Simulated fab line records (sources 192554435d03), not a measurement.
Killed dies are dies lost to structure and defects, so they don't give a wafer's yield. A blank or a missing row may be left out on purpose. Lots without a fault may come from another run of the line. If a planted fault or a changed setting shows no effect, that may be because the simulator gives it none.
Check of tool commonality || flow n5Finfet || Lots sampled 10, wafers sampled 30

REASON IT WAS OPENED
Flagged at N5_PASSIVATION_CD_MEAS_30: reading cdNm, on 2 of 10 lots. No-fault wafers: 3998.8 nm, standard deviation 1.8.
Rule: a lot gets a flag if all its wafers with a number sit over 4 standard deviations from that mean, or if no wafer of it has a number. The other lots count as sound.

{"lot": "L512", "measured": "day 12 15:59", "on": "cdSem-03", "cdNm (nm), wafer by wafer": "4000.7 3999.3 3997.8", "flag": ""}
{"lot": "L513", "measured": "day 12 16:09", "on": "cdSem-01", "cdNm (nm), wafer by wafer": "3996.6 3996.6 3999.2", "flag": ""}
{"lot": "L514", "measured": "day 13 01:27", "on": "cdSem-03", "cdNm (nm), wafer by wafer": "4000.5 3999.6 4000.7", "flag": ""}
{"lot": "L518", "measured": "day 14 13:59", "on": "cdSem-02", "cdNm (nm), wafer by wafer": "3941.9 3940.3 3942.8", "flag": "FLAGGED"}
{"lot": "L522", "measured": "day 15 14:27", "on": "cdSem-01", "cdNm (nm), wafer by wafer": "3941.2 3939.8 3940.7", "flag": "FLAGGED"}
{"lot": "L524", "measured": "day 15 18:11", "on": "cdSem-01", "cdNm (nm), wafer by wafer": "4001.5 3999.3 4000.1", "flag": ""}
{"lot": "L526", "measured": "day 16 22:38", "on": "cdSem-03", "cdNm (nm), wafer by wafer": "3998.5 3999.7 3999.9", "flag": ""}
{"lot": "L527", "measured": "day 17 02:36", "on": "cdSem-01", "cdNm (nm), wafer by wafer": "3997.3 3998.0 3998.6", "flag": ""}
{"lot": "L530", "measured": "day 17 16:09", "on": "cdSem-02", "cdNm (nm), wafer by wafer": "3998.6 4000.5 4001.8", "flag": ""}
{"lot": "L531", "measured": "day 17 23:29", "on": "cdSem-02", "cdNm (nm), wafer by wafer": "3998.9 3998.7 4001.9", "flag": ""}
Average over the flagged lots: 3941.1 nm; offset from the usual -57.7 nm, equal to -32 standard deviations.

EACH LOT AND THE TOOL IT RAN ON
Before the reading, the record contains 2 process steps out of a 1938-step route. Each cell gives the tool, then ch followed by the chambers the sampled wafers passed through, then the start.
{"lot": "L512", "flag": "", "N5_PASSIVATION_PECVD_55": "pecvd-01 ch 0,1,2, day 12 12:58", "N5_PASSIVATION_EXPOSE_27": "krfScanner-01 ch 0, day 12 15:49"}
{"lot": "L513", "flag": "", "N5_PASSIVATION_PECVD_55": "pecvd-02 ch 0,2, day 12 13:21", "N5_PASSIVATION_EXPOSE_27": "krfScanner-02 ch 0, day 12 15:58"}
{"lot": "L514", "flag": "", "N5_PASSIVATION_PECVD_55": "pecvd-01 ch 0,1,2, day 12 22:10", "N5_PASSIVATION_EXPOSE_27": "krfScanner-01 ch 0, day 13 01:17"}
{"lot": "L518", "flag": "FLAGGED", "N5_PASSIVATION_PECVD_55": "pecvd-02 ch 1,2, day 14 10:58", "N5_PASSIVATION_EXPOSE_27": "krfScanner-01 ch 0, day 14 13:48"}
{"lot": "L522", "flag": "FLAGGED", "N5_PASSIVATION_PECVD_55": "pecvd-01 ch 0,2, day 15 10:11", "N5_PASSIVATION_EXPOSE_27": "krfScanner-01 ch 0, day 15 14:16"}
{"lot": "L524", "flag": "", "N5_PASSIVATION_PECVD_55": "pecvd-02 ch 0,1,2, day 15 16:09", "N5_PASSIVATION_EXPOSE_27": "krfScanner-02 ch 0, day 15 18:00"}
{"lot": "L526", "flag": "", "N5_PASSIVATION_PECVD_55": "pecvd-02 ch 0,1,2, day 16 19:50", "N5_PASSIVATION_EXPOSE_27": "krfScanner-02 ch 0, day 16 22:28"}
{"lot": "L527", "flag": "", "N5_PASSIVATION_PECVD_55": "pecvd-02 ch 0,2, day 17 00:30", "N5_PASSIVATION_EXPOSE_27": "krfScanner-02 ch 0, day 17 02:25"}
{"lot": "L530", "flag": "", "N5_PASSIVATION_PECVD_55": "pecvd-04 ch 0,1, day 17 14:11", "N5_PASSIVATION_EXPOSE_27": "krfScanner-02 ch 0, day 17 15:58"}
{"lot": "L531", "flag": "", "N5_PASSIVATION_PECVD_55": "pecvd-04 ch 0,1, day 17 18:10", "N5_PASSIVATION_EXPOSE_27": "krfScanner-02 ch 0, day 17 23:19"}
What the steps here do:
- N5_PASSIVATION_PECVD_55: deposits SiO2 from SiH4/N2O, target thk 400 nm, time 22.5 s.
- N5_PASSIVATION_EXPOSE_27: exposes mask PAD, defocus 0 nm.
- N5_PASSIVATION_CD_MEAS_30: target cd 4000 nm.

FLAGGED OVER TOTAL, TOOL BY TOOL (the gauges that took the reading come last)
{"step": "N5_PASSIVATION_PECVD_55", "tool": "pecvd-01", "lots run": 3, "flagged": 1, "share of the flagged lots": "some", "sound lots run after its first flagged lot": 0}
{"step": "N5_PASSIVATION_PECVD_55", "tool": "pecvd-02", "lots run": 5, "flagged": 1, "share of the flagged lots": "some", "sound lots run after its first flagged lot": "3 (L524,L526,L527)"}
{"step": "N5_PASSIVATION_PECVD_55", "tool": "pecvd-04", "lots run": 2, "flagged": 0, "share of the flagged lots": "none", "sound lots run after its first flagged lot": "-"}
{"step": "N5_PASSIVATION_EXPOSE_27", "tool": "krfScanner-01", "lots run": 4, "flagged": 2, "share of the flagged lots": "all", "sound lots run after its first flagged lot": 0}
{"step": "N5_PASSIVATION_EXPOSE_27", "tool": "krfScanner-02", "lots run": 6, "flagged": 0, "share of the flagged lots": "none", "sound lots run after its first flagged lot": "-"}
{"step": "N5_PASSIVATION_CD_MEAS_30", "tool": "cdSem-01", "lots run": 4, "flagged": 1, "share of the flagged lots": "some", "sound lots run after its first flagged lot": "2 (L524,L527)"}
{"step": "N5_PASSIVATION_CD_MEAS_30", "tool": "cdSem-02", "lots run": 3, "flagged": 1, "share of the flagged lots": "some", "sound lots run after its first flagged lot": "2 (L530,L531)"}
{"step": "N5_PASSIVATION_CD_MEAS_30", "tool": "cdSem-03", "lots run": 3, "flagged": 0, "share of the flagged lots": "none", "sound lots run after its first flagged lot": "-"}

WHAT IS ALLOWED BY THE TABLE
All flagged lots share 1 row of the table, namely krfScanner-01 at N5_PASSIVATION_EXPOSE_27.
- krfScanner-01 at N5_PASSIVATION_EXPOSE_27: 2 of its 4 lots flagged. A fault beginning between L514 (day 13 01:17), its last sound lot, and L518 (day 14 13:48), its first flagged one, fits the data. Its own readings lie more than 4 standard deviations out on every wafer of the flagged lots: exposureDoseMJCm2.
Left over: one tool, krfScanner-01 at N5_PASSIVATION_EXPOSE_27.

WHAT THE SIMULATOR HAD PUT IN
Drift in process parameters on krfScanner-01 at N5_PASSIVATION_EXPOSE_27, starting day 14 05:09. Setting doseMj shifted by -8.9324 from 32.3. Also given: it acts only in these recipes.
Struck lots among those shown: L518, L522. The rule above reached the same finding.
